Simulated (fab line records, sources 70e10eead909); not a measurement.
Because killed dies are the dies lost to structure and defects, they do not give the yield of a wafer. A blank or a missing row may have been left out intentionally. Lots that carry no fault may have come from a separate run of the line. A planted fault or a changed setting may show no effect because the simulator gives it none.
Which tool is to blame?	flow nandHarc	24 lots, 72 wafers sampled, at 5 steps of a route of 1159

## WHAT THE GAUGES SHOWED, per wafer
NHARC_P_CONTACT_CD_MEAS_19.
lot	measured	on	cdNm (nm)
L075	day 6 00:01	cdSem-03	88.2 88.1 89.1
L074	day 6 00:21	cdSem-03	90.5 89.6 90.6
L076	day 6 00:43	cdSem-01	89.3 89.8 91.4
L077	day 6 06:42	cdSem-01	90.0 91.8 90.3
L078	day 6 19:32	cdSem-03	89.0 90.2 90.2
L079	day 7 04:34	cdSem-02	90.3 91.4 90.7
L080	day 7 07:19	cdSem-03	90.4 88.7 91.5
L081	day 7 09:56	cdSem-02	88.8 89.4 89.2
L082	day 7 16:08	cdSem-01	90.5 90.6 90.9
L083	day 7 21:04	cdSem-01	90.0 91.2 90.9
L084	day 7 22:03	cdSem-01	88.9 88.9 89.4
L085	day 9 00:06	cdSem-03	92.8 91.5 92.4
L088	day 8 21:20	cdSem-01	90.8 89.8 89.5
L087	day 8 22:31	cdSem-02	89.6 89.8 90.7
L086	day 9 04:46	cdSem-01	91.1 93.1 91.5
L089	day 9 13:25	cdSem-03	91.4 90.5 91.0
L090	day 9 11:44	cdSem-01	88.9 88.6 88.5
L091	day 9 21:03	cdSem-01	89.8 89.0 88.8
L094	day 10 07:09	cdSem-02	90.9 91.1 90.5
L092	day 10 08:21	cdSem-03	88.8 90.1 89.8
L093	day 10 11:40	cdSem-02	89.6 89.6 87.3
L095	day 10 21:04	cdSem-02	91.3 90.5 90.5
L097	day 11 00:55	cdSem-03	89.2 90.7 90.6
L096	day 11 02:54	cdSem-02	90.9 89.8 89.8

## EACH LOT AND THE TOOL THAT RAN IT (in order: tool; ch and the chambers of the sampled wafers; start)
lot	NHARC_P_GATE_HM_OPEN_105	NHARC_P_GATE_STRIP_113	NHARC_P_GATE_RTA_64	NHARC_P_CONTACT_CMP_01
L075	rieDiel-02 ch 0,1,3, day 5 18:38 or earlier	plasmaAsher-02 ch 0,1, day 5 18:38	rtpAnneal-02 ch 0, day 5 19:51	cmp-02 ch 0,2,3, day 5 21:55
L074	rieDiel-04 ch 0,2,3, day 5 19:16 or earlier	plasmaAsher-01 ch 0,1, day 5 19:16	rtpAnneal-01 ch 0, day 5 20:27	cmp-03 ch 2,3, day 5 22:28
L076	rieDiel-02 ch 1,3, day 5 19:20 or earlier	plasmaAsher-02 ch 0,1, day 5 19:20	rtpAnneal-02 ch 0, day 5 20:37	cmp-02 ch 0,2, day 5 22:40
L077	rieDiel-04 ch 0,1,3, day 6 01:28 or earlier	plasmaAsher-02 ch 0,1, day 6 01:28	rtpAnneal-02 ch 0, day 6 02:46	cmp-02 ch 1,2,3, day 6 04:49
L078	rieDiel-02 ch 0,1,3, day 6 14:18 or earlier	plasmaAsher-02 ch 0,1, day 6 14:18	rtpAnneal-02 ch 0, day 6 15:35	cmp-01 ch 0,1,3, day 6 17:38
L079	rieDiel-02 ch 0,2,3, day 6 23:12 or earlier	plasmaAsher-02 ch 0,1, day 6 23:12	rtpAnneal-02 ch 0, day 7 00:31	cmp-03 ch 1,2,3, day 7 02:49
L080	rieDiel-04 ch 0,2,3, day 7 02:04 or earlier	plasmaAsher-02 ch 0,1, day 7 02:04	rtpAnneal-02 ch 0, day 7 03:22	cmp-01 ch 1,3, day 7 05:26
L081	rieDiel-05 ch 1,3, day 7 04:41 or earlier	plasmaAsher-02 ch 0,1, day 7 04:41	rtpAnneal-01 ch 0, day 7 05:59	cmp-03 ch 2,3, day 7 08:01
L082	rieDiel-04 ch 0,2, day 7 10:40 or earlier	plasmaAsher-01 ch 0,1, day 7 10:40	rtpAnneal-02 ch 0, day 7 11:52	cmp-01 ch 1,3, day 7 14:08
L083	rieDiel-04 ch 0,1,2, day 7 15:51 or earlier	plasmaAsher-02 ch 0,1, day 7 15:51	rtpAnneal-02 ch 0, day 7 17:03	cmp-01 ch 1,2,3, day 7 19:10
L084	rieDiel-02 ch 0,2, day 7 16:31 or earlier	plasmaAsher-02 ch 0,1, day 7 16:31	rtpAnneal-01 ch 0, day 7 17:53	cmp-01 ch 0,3, day 7 20:06
L085	rieDiel-04 ch 1,2,3, day 8 18:47 or earlier	plasmaAsher-01 ch 0, day 8 18:47	rtpAnneal-02 ch 0, day 8 20:05	cmp-02 ch 0,2,3, day 8 22:10
L088	rieDiel-04 ch 0,3, day 8 16:28 or earlier	plasmaAsher-01 ch 0,1, day 8 16:28	rtpAnneal-02 ch 0, day 8 17:28	cmp-02 ch 0,3, day 8 19:26
L087	rieDiel-04 ch 0,2,3, day 8 17:26 or earlier	plasmaAsher-01 ch 0,1, day 8 17:26	rtpAnneal-02 ch 0, day 8 18:44	cmp-01 ch 1,3, day 8 20:46
L086	rieDiel-04 ch 1,2, day 8 23:53 or earlier	plasmaAsher-01 ch 0,1, day 8 23:53	rtpAnneal-01 ch 0, day 9 00:52	cmp-02 ch 1,2, day 9 03:00
L089	rieDiel-04 ch 0,2,3, day 9 08:01 or earlier	plasmaAsher-01 ch 0,1, day 9 08:01	rtpAnneal-01 ch 0, day 9 09:18	cmp-01 ch 0,2,3, day 9 11:22
L090	rieDiel-04 ch 0,2,3, day 9 05:58 or earlier	plasmaAsher-01 ch 0,1, day 9 05:58	rtpAnneal-01 ch 0, day 9 07:15	cmp-01 ch 0,3, day 9 09:31
L091	rieDiel-02 ch 1,2, day 9 15:48 or earlier	plasmaAsher-01 ch 0,1, day 9 15:48	rtpAnneal-01 ch 0, day 9 17:06	cmp-03 ch 2,3, day 9 19:09
L094	rieDiel-02 ch 0,2, day 10 01:55 or earlier	plasmaAsher-01 ch 0,1, day 10 01:55	rtpAnneal-02 ch 0, day 10 03:14	cmp-02 ch 0,1,3, day 10 05:19
L092	rieDiel-02 ch 0,1,2, day 10 02:49 or earlier	plasmaAsher-02 ch 0,1, day 10 02:49	rtpAnneal-01 ch 0, day 10 04:05	cmp-02 ch 1,2,3, day 10 06:10
L093	rieDiel-04 ch 1,2, day 10 06:18 or earlier	plasmaAsher-01 ch 0,1, day 10 06:18	rtpAnneal-02 ch 0, day 10 07:40	cmp-01 ch 0,1,2, day 10 09:47
L095	rieDiel-04 ch 1,2, day 10 15:59 or earlier	plasmaAsher-01 ch 0,1, day 10 15:59	rtpAnneal-01 ch 0, day 10 17:16	cmp-01 ch 1,2,3, day 10 19:18
L097	rieDiel-04 ch 0,2,3, day 10 19:41 or earlier	plasmaAsher-01 ch 0,1, day 10 19:41	rtpAnneal-02 ch 0, day 10 20:58	cmp-01 ch 1,2,3, day 10 23:03
L096	rieDiel-04 ch 1,2, day 10 21:41 or earlier	plasmaAsher-01 ch 0,1, day 10 21:41	rtpAnneal-01 ch 0, day 10 23:00	cmp-02 ch 0,1, day 11 01:10
- NHARC_P_GATE_HM_OPEN_105: chemistry O2/COS, target depth 360 nm.
- NHARC_P_GATE_STRIP_113: strips in N2/H2, time 740 s.
- NHARC_P_GATE_RTA_64: time 1 s.
- NHARC_P_CONTACT_CMP_01: polishes SiO2, target thk 200 nm.

## WHAT THE TOOLS THEMSELVES READ (means of the sampled wafers that have a number; where no wafer has one, the mark that the record gives instead)
NHARC_P_GATE_HM_OPEN_105.
lot	tool	drypumpMotorCurrentA (A)	mfcArSccm (sccm)	oesProductAu (a.u.)	rfVppV (V)	showerheadPlenumPTorr (Torr)	throttleValvePct (%)
L075	rieDiel-02	6.1	0.007	1.003	463.4	2.96	28.328
L074	rieDiel-04	5.6	0.012	1.002	467.5	3.14	28.338
L076	rieDiel-02	6.3	0.000	1.006	463.7	2.96	28.311
L077	rieDiel-04	5.5	0.012	1.001	466.5	3.04	28.333
L078	rieDiel-02	6.1	0.007	1.006	463.5	2.96	28.335
L079	rieDiel-02	5.8	0.011	0.991	464.2	3.01	28.338
L080	rieDiel-04	5.5	0.012	0.998	467.7	3.13	28.343
L081	rieDiel-05	6.2	0.025	0.996	467.0	3.15	28.325
L082	rieDiel-04	6.0	0.015	1.004	468.8	3.20	28.332
L083	rieDiel-04	5.7	0.008	1.000	468.1	3.14	28.330
L084	rieDiel-02	5.4	0.014	0.994	465.6	3.06	28.333
L085	rieDiel-04	5.2	0.004	1.006	465.5	3.07	28.327
L088	rieDiel-04	5.9	0.019	1.004	466.4	3.09	28.333
L087	rieDiel-04	5.5	0.012	0.999	468.0	3.13	28.331
L086	rieDiel-04	5.3	0.000	0.994	466.3	3.09	28.342
L089	rieDiel-04	5.5	0.012	0.998	466.8	3.13	28.327
L090	rieDiel-04	5.5	0.012	1.012	467.2	3.13	28.323
L091	rieDiel-02	5.6	0.007	0.994	465.3	3.05	28.333
L094	rieDiel-02	5.6	0.018	1.000	465.2	3.00	28.330
L092	rieDiel-02	5.8	0.011	1.000	464.8	3.00	28.326
L093	rieDiel-04	5.3	0.000	0.998	468.7	3.18	28.331
L095	rieDiel-04	5.2	0.000	1.001	467.9	3.18	28.337
L097	rieDiel-04	5.5	0.012	1.001	466.8	3.13	28.326
L096	rieDiel-04	5.2	0.000	1.003	468.1	3.18	28.327

NHARC_P_GATE_STRIP_113.
lot	tool	drypumpMotorCurrentA (A)	heaterPowerW (W)
L075	plasmaAsher-02	5.3	85
L074	plasmaAsher-01	5.9	85
L076	plasmaAsher-02	5.7	83
L077	plasmaAsher-02	5.3	84
L078	plasmaAsher-02	5.7	82
L079	plasmaAsher-02	5.7	81
L080	plasmaAsher-02	5.3	85
L081	plasmaAsher-02	5.7	83
L082	plasmaAsher-01	5.9	84
L083	plasmaAsher-02	5.7	82
L084	plasmaAsher-02	5.7	83
L085	plasmaAsher-01	5.2	91
L088	plasmaAsher-01	5.9	84
L087	plasmaAsher-01	5.6	89
L086	plasmaAsher-01	5.9	84
L089	plasmaAsher-01	5.6	88
L090	plasmaAsher-01	5.6	87
L091	plasmaAsher-01	6.0	86
L094	plasmaAsher-01	6.0	85
L092	plasmaAsher-02	5.7	86
L093	plasmaAsher-01	6.0	85
L095	plasmaAsher-01	5.9	86
L097	plasmaAsher-01	5.9	86
L096	plasmaAsher-01	5.6	88

NHARC_P_GATE_RTA_64.
lot	tool	annealTempCMax	lampPowerPct (%)	lamp_zone_2_pct (%)	wafer_temp_C_max
L075	rtpAnneal-02	1054.5	33.22	33.21	1053.4
L074	rtpAnneal-01	1055.6	33.68	33.69	1054.0
L076	rtpAnneal-02	1053.9	33.19	33.21	1052.9
L077	rtpAnneal-02	1053.9	33.27	33.20	1053.2
L078	rtpAnneal-02	1053.9	33.26	33.21	1054.4
L079	rtpAnneal-02	1053.9	33.21	33.22	1053.2
L080	rtpAnneal-02	1053.5	33.24	33.23	1053.4
L081	rtpAnneal-01	1055.7	33.62	33.66	1053.5
L082	rtpAnneal-02	1054.1	33.22	33.27	1053.2
L083	rtpAnneal-02	1054.3	33.14	33.18	1053.4
L084	rtpAnneal-01	1055.7	33.69	33.71	1054.6
L085	rtpAnneal-02	1054.4	33.21	33.21	1053.2
L088	rtpAnneal-02	1055.0	33.16	33.16	1053.0
L087	rtpAnneal-02	1054.6	33.21	33.23	1053.2
L086	rtpAnneal-01	1055.3	33.71	33.69	1054.1
L089	rtpAnneal-01	1055.2	33.70	33.71	1054.5
L090	rtpAnneal-01	1055.9	33.70	33.68	1053.9
L091	rtpAnneal-01	1055.7	33.71	33.73	1055.6
L094	rtpAnneal-02	1054.1	33.23	33.22	1053.7
L092	rtpAnneal-01	1056.6	33.68	33.63	1055.2
L093	rtpAnneal-02	1054.2	33.23	33.21	1053.0
L095	rtpAnneal-01	1055.6	33.73	33.73	1054.5
L097	rtpAnneal-02	1055.4	33.22	33.23	1053.2
L096	rtpAnneal-01	1055.6	33.72	33.69	1054.4

NHARC_P_CONTACT_CMP_01.
lot	tool	motorCurrentA (A)
L075	cmp-02	12.1
L074	cmp-03	11.9
L076	cmp-02	12.0
L077	cmp-02	11.6
L078	cmp-01	11.7
L079	cmp-03	11.9
L080	cmp-01	11.9
L081	cmp-03	12.0
L082	cmp-01	11.6
L083	cmp-01	12.1
L084	cmp-01	12.1
L085	cmp-02	12.3
L088	cmp-02	12.4
L087	cmp-01	12.0
L086	cmp-02	12.0
L089	cmp-01	12.2
L090	cmp-01	12.0
L091	cmp-03	12.0
L094	cmp-02	12.4
L092	cmp-02	11.6
L093	cmp-01	12.4
L095	cmp-01	11.9
L097	cmp-01	12.2
L096	cmp-02	13.0

## THE ANSWER, worked out from the rows above alone
Rule: what is usual is taken from the lots themselves. The widest of any qualifying gaps counts: lots, ordered by their means at a reading, are off when they make up no more than a third of the lots, leave a main group of 4 or more, and stand apart from it by 3 or more times the standard deviation of that group's means. The tables above print the reading to a certain number of digits; a main group whose means all agree to those digits is not used. Also off: a lot with no number at a reading for which 4 or more lots have one. All remaining lots with rows at the step are treated as sound. Order of review: gauges by route order, followed by the tools' own readings, for which a lot's mean as printed above is used. The first step at which some lot is off is used, and at that step the reading that is off furthest; a lot without a number counts as furthest.
Across all readings shown, no lot is off: no conclusion can be drawn from this.

## WHAT WAS PUT IN BY THE SIMULATOR
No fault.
